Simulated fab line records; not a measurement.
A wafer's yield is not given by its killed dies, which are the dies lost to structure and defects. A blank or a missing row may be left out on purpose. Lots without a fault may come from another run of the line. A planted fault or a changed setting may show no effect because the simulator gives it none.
Which tool did it? ; flow nand_harc ; 12 lots (36 wafers sampled), 1 step of a 1302-step route

## WHAT EACH GAUGE READ, for each wafer
NHARC_A_START_INSPECT_01.
lot;measured;on;raw_defect_count
L075;day 7 08:45;defect_inspect-01;5 2 4
L077;day 7 22:04;defect_inspect-02;1 5 4
L079;day 8 13:59;defect_inspect-02;3 7 4
L081;day 9 14:19;defect_inspect-01;1 1 1
L083;day 10 22:06;defect_inspect-02;5 3 5
L085;day 11 08:28;defect_inspect-02;2 5 1
L087;day 12 00:10;defect_inspect-01;1 1 6
L088;day 12 19:45;defect_inspect-02;3 3 2
L091;day 13 14:04;defect_inspect-01;5 4 2
L093;day 14 15:11;defect_inspect-02;6 3 1
L094;day 15 19:25;defect_inspect-02;5 6 4
L097;day 16 02:25;defect_inspect-02;4 5 2

## TOOL THAT RAN EACH LOT (tool first, then ch and the chambers of the sampled wafers, then the start)
There is no process step in the record ahead of these readings.

## THE ANSWER, worked out from the rows above alone
Rule: the lots themselves supply what counts as usual. Put in order of their means at a reading, lots are off if they are a third of the lots or fewer, leave a main group of 4 or more, and stand apart from it by a gap of 3 or more times the standard deviation of the main group's means; of several such gaps the widest counts. The tables above print the reading to a certain number of digits; a main group whose means all agree to those digits is not used. Also off: a lot with no number at a reading for which 4 or more lots have one. The other lots that the step has rows for count as sound.
None of the lots is off at any reading shown; this tells nothing.

## WHAT THE SIMULATOR PUT IN
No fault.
